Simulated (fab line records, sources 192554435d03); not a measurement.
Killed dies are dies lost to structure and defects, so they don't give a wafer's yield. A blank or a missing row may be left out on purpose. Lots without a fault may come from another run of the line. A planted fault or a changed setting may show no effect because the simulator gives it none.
Which tool did it? | flow n5_finfet | 22 lots, 66 wafers sampled, at 4 steps of a route of 1938

WHAT THE GAUGES READ, wafer by wafer
N5_MOL_CONTACT_COAG_CD_MEAS_137: target cd 16 nm.
lot  | measured     | on        | cd_nm (nm)
L075 | day 5 11:46  | cd_sem-01 | 15.8 16.0 15.7
L077 | day 5 22:40  | cd_sem-01 | 15.9 16.1 16.0
L078 | day 6 12:14  | cd_sem-01 | 15.9 16.1 15.9
L079 | day 6 12:26  | cd_sem-02 | 16.7 16.0 15.8
L080 | day 6 16:50  | cd_sem-01 | 16.0 16.0 16.1
L081 | day 6 22:02  | cd_sem-03 | 16.0 16.2 15.9
L082 | day 7 13:19  | cd_sem-01 | 15.9 15.8 16.0
L083 | day 7 13:58  | cd_sem-03 | 15.6 15.5 15.5
L084 | day 7 21:14  | cd_sem-02 | 16.7 16.0 15.7
L085 | day 8 09:37  | cd_sem-02 | 15.5 15.3 15.8
L086 | day 8 10:17  | cd_sem-03 | 16.2 15.3 15.6
L087 | day 8 14:13  | cd_sem-01 | 15.8 16.1 16.1
L088 | day 8 16:20  | cd_sem-02 | 16.2 15.6 16.1
L089 | day 8 21:55  | cd_sem-01 | 16.0 15.9 16.2
L090 | day 9 03:35  | cd_sem-03 | 15.6 15.7 15.6
L091 | day 9 11:52  | cd_sem-03 | 15.9 15.9 15.8
L092 | day 9 15:17  | cd_sem-02 | 16.7 16.2 16.4
L093 | day 10 02:08 | cd_sem-01 | 15.9 15.9 15.8
L094 | day 10 02:19 | cd_sem-03 | 16.0 16.3 15.6
L095 | day 10 15:31 | cd_sem-01 | 15.5 15.8 15.9
L096 | day 10 16:16 | cd_sem-02 | 15.9 15.7 16.1
L097 | day 11 03:46 | cd_sem-01 | 15.5 15.6 16.0

N5_MOL_CONTACT_COAG_INSPECT_42: inspects for defects (brightfield).
lot  | measured     | on                | raw_defect_count
L075 | day 5 12:11  | defect_inspect-01 | 238 192 213
L077 | day 5 23:05  | defect_inspect-02 | 243 323 282
L078 | day 6 12:38  | defect_inspect-01 | 215 186 211
L079 | day 6 12:50  | defect_inspect-02 | 137 234 216
L080 | day 6 17:15  | defect_inspect-01 | 195 141 124
L081 | day 6 22:27  | defect_inspect-01 | 125 173 205
L082 | day 7 13:43  | defect_inspect-01 | 194 183 224
L083 | day 7 14:23  | defect_inspect-01 | 205 255 209
L084 | day 7 21:38  | defect_inspect-01 | 191 229 210
L085 | day 8 10:02  | defect_inspect-01 | 226 276 263
L086 | day 8 10:41  | defect_inspect-02 | 117 167 210
L087 | day 8 14:37  | defect_inspect-01 | 208 248 288
L088 | day 8 16:45  | defect_inspect-01 | 318 285 225
L089 | day 8 22:27  | defect_inspect-01 | 216 241 240
L090 | day 9 04:07  | defect_inspect-02 | 156 236 271
L091 | day 9 12:16  | defect_inspect-02 | 151 160 125
L092 | day 9 15:41  | defect_inspect-01 | 198 217 184
L093 | day 10 02:34 | defect_inspect-01 | 143 176 149
L094 | day 10 02:51 | defect_inspect-02 | 202 226 170
L095 | day 10 16:03 | defect_inspect-01 | 184 149 178
L096 | day 10 16:47 | defect_inspect-02 | 170 168 251
L097 | day 11 04:18 | defect_inspect-02 | 199 202 180

WHICH TOOL RAN EACH LOT (tool, then ch and the chambers of the sampled wafers, then the start)
lot  | N5_MOL_CONTACT_COAG_ETCH_90        | N5_MOL_CONTACT_COAG_STRIP_119
L075 | rie_diel-05 ch 1,2, day 5 11:01    | plasma_asher-01 ch 0,1, day 5 11:38
L077 | rie_diel-05 ch 1,2,3, day 5 21:49  | plasma_asher-01 ch 0,1, day 5 22:31
L078 | rie_diel-06 ch 1,2, day 6 11:28    | plasma_asher-01 ch 0,1, day 6 12:04
L079 | rie_diel-06 ch 0,1,3, day 6 11:34  | plasma_asher-02 ch 0,1, day 6 12:17
L080 | rie_diel-06 ch 0,3, day 6 16:00    | plasma_asher-02 ch 0,1, day 6 16:41
L081 | rie_diel-06 ch 0,1, day 6 21:17    | plasma_asher-02 ch 0,1, day 6 21:53
L082 | rie_diel-02 ch 0,1,3, day 7 12:27  | plasma_asher-01 ch 0,1, day 7 13:10
L083 | rie_diel-06 ch 0,1, day 7 13:11    | plasma_asher-01 ch 0,1, day 7 13:50
L084 | rie_diel-02 ch 0,2,3, day 7 20:28  | plasma_asher-02 ch 0,1, day 7 21:04
L085 | rie_diel-02 ch 1,2, day 8 08:45    | plasma_asher-02 ch 0,1, day 8 09:28
L086 | rie_diel-06 ch 0,2,3, day 8 09:23  | plasma_asher-01 ch 0,1, day 8 10:08
L087 | rie_diel-06 ch 0,2, day 8 13:28    | plasma_asher-01 ch 0,1, day 8 14:04
L088 | rie_diel-02 ch 0,3, day 8 14:10    | plasma_asher-01 ch 1, day 8 16:11
L089 | rie_diel-02 ch 0,1,2, day 8 20:19  | plasma_asher-01 ch 0, day 8 21:46
L090 | rie_diel-05 ch 1,2,3, day 9 02:48  | plasma_asher-01 ch 0,1, day 9 03:27
L091 | rie_diel-02 ch 1,2,3, day 9 11:06  | plasma_asher-02 ch 0,1, day 9 11:43
L092 | rie_diel-05 ch 1,2, day 9 14:06    | plasma_asher-02 ch 0,1, day 9 15:08
L093 | rie_diel-05 ch 0,1,2, day 10 01:10 | plasma_asher-02 ch 0,1, day 10 01:59
L094 | rie_diel-06 ch 0,1,2, day 10 01:24 | plasma_asher-02 ch 0,1, day 10 02:10
L095 | rie_diel-06 ch 0,1,2, day 10 14:29 | plasma_asher-02 ch 0,1, day 10 15:22
L096 | rie_diel-05 ch 0,1,2, day 10 15:28 | plasma_asher-02 ch 0,1, day 10 16:07
L097 | rie_diel-02 ch 0,2,3, day 11 03:01 | plasma_asher-02 ch 0,1, day 11 03:38
- N5_MOL_CONTACT_COAG_ETCH_90: etches SiARC in CF4, target depth 13 nm, time 21.7 s.
- N5_MOL_CONTACT_COAG_STRIP_119: strips in N2/H2, time 30 s.

WHAT THE TOOLS THEMSELVES READ (means of the sampled wafers that have a number; where no wafer has one, the mark that the record gives instead)
N5_MOL_CONTACT_COAG_ETCH_90.
lot  | tool        | drypump_motor_current_A (A) | etch_rf_on_time_s (s) | oes_product_au (a.u.) | rf_vpp_V (V) | showerhead_plenum_p_Torr (Torr) | throttle_valve_pct (%)
L075 | rie_diel-05 | 5.3                         | 21.9                  | 0.68                  | 184.0        | 2.13                            | 15.81
L077 | rie_diel-05 | 5.2                         | 22.0                  | 0.64                  | 183.4        | 2.14                            | 15.79
L078 | rie_diel-06 | 5.6                         | 21.8                  | 0.60                  | 181.7        | 2.04                            | 16.07
L079 | rie_diel-06 | 5.8                         | 21.5                  | 0.66                  | 184.2        | 2.14                            | 15.82
L080 | rie_diel-06 | 5.8                         | 21.5                  | 0.72                  | 185.2        | 2.22                            | 15.55
L081 | rie_diel-06 | 5.8                         | 21.9                  | 0.58                  | 182.8        | 2.08                            | 16.01
L082 | rie_diel-02 | 6.3                         | 21.5                  | 0.65                  | 184.0        | 2.16                            | 15.48
L083 | rie_diel-06 | 5.9                         | 21.6                  | 0.58                  | 183.2        | 2.06                            | 16.11
L084 | rie_diel-02 | 6.0                         | 21.5                  | 0.62                  | 183.8        | 2.15                            | 15.56
L085 | rie_diel-02 | 6.3                         | 21.7                  | 0.67                  | 184.4        | 2.24                            | 15.42
L086 | rie_diel-06 | 5.5                         | 21.6                  | 0.65                  | 184.8        | 2.14                            | 15.77
L087 | rie_diel-06 | 5.3                         | 22.1                  | 0.60                  | 182.5        | 2.06                            | 15.95
L088 | rie_diel-02 | 5.9                         | 21.9                  | 0.60                  | 184.9        | 2.12                            | 15.61
L089 | rie_diel-02 | 6.3                         | 21.5                  | 0.65                  | 184.6        | 2.20                            | 15.45
L090 | rie_diel-05 | 5.2                         | 21.8                  | 0.69                  | 184.1        | 2.22                            | 15.66
L091 | rie_diel-02 | 6.1                         | 21.9                  | 0.62                  | 184.4        | 2.19                            | 15.55
L092 | rie_diel-05 | 5.3                         | 21.8                  | 0.72                  | 184.3        | 2.20                            | 15.70
L093 | rie_diel-05 | 5.5                         | 21.7                  | 0.73                  | 184.2        | 2.18                            | 15.50
L094 | rie_diel-06 | 5.6                         | 21.4                  | 0.66                  | 184.0        | 2.14                            | 15.89
L095 | rie_diel-06 | 5.6                         | 21.4                  | 0.67                  | 184.2        | 2.14                            | 15.92
L096 | rie_diel-05 | 5.5                         | 21.8                  | 0.73                  | 184.4        | 2.17                            | 15.51
L097 | rie_diel-02 | 6.0                         | 21.9                  | 0.68                  | 184.6        | 2.14                            | 15.44

N5_MOL_CONTACT_COAG_STRIP_119.
lot  | tool            | drypump_motor_current_A (A) | heater_power_w (W) | n2_flow_sccm (sccm)
L075 | plasma_asher-01 | 5.48                        | 363                | 1751
L077 | plasma_asher-01 | 5.49                        | 361                | 1743
L078 | plasma_asher-01 | 5.36                        | 351                | 1753
L079 | plasma_asher-02 | 5.53                        | 340                | 1753
L080 | plasma_asher-02 | 5.53                        | 348                | 1751
L081 | plasma_asher-02 | 5.52                        | 348                | 1754
L082 | plasma_asher-01 | 5.37                        | 352                | 1752
L083 | plasma_asher-01 | 5.48                        | 360                | 1751
L084 | plasma_asher-02 | 5.63                        | 361                | 1751
L085 | plasma_asher-02 | 5.52                        | 348                | 1753
L086 | plasma_asher-01 | 5.46                        | 359                | 1749
L087 | plasma_asher-01 | 5.37                        | 348                | 1751
L088 | plasma_asher-01 | 5.27                        | 335                | 1748
L089 | plasma_asher-01 | 5.57                        | 374                | 1741
L090 | plasma_asher-01 | 5.47                        | 361                | 1751
L091 | plasma_asher-02 | 5.53                        | 344                | 1749
L092 | plasma_asher-02 | 5.52                        | 346                | 1747
L093 | plasma_asher-02 | 5.64                        | 363                | 1752
L094 | plasma_asher-02 | 5.62                        | 365                | 1758
L095 | plasma_asher-02 | 5.51                        | 345                | 1749
L096 | plasma_asher-02 | 5.52                        | 342                | 1749
L097 | plasma_asher-02 | 5.51                        | 340                | 1754

THE ANSWER, worked out from the rows above alone
Rule: what is usual is taken from the lots themselves. Put in order of their means at a reading, lots are off if they are a third of the lots or fewer, leave a main group of 4 or more, and stand apart from it by a gap of 3 or more times the standard deviation of the main group's means; of several such gaps the widest counts. A main group whose means are all the same, to the digits that the tables above print for the reading, isn't used. A lot without any number at a reading at which 4 lots or more have one is off too. The other lots that the step has rows for count as sound. The gauges are gone through in route order, then the tools' own readings, and for those a lot's mean is taken as printed above. The first step at which some lot is off is used, and at that step the reading that is off furthest; a lot without a number counts as furthest.
No lot is off at any reading shown: from this, nothing can be told.

WHAT THE SIMULATOR HAD PUT IN
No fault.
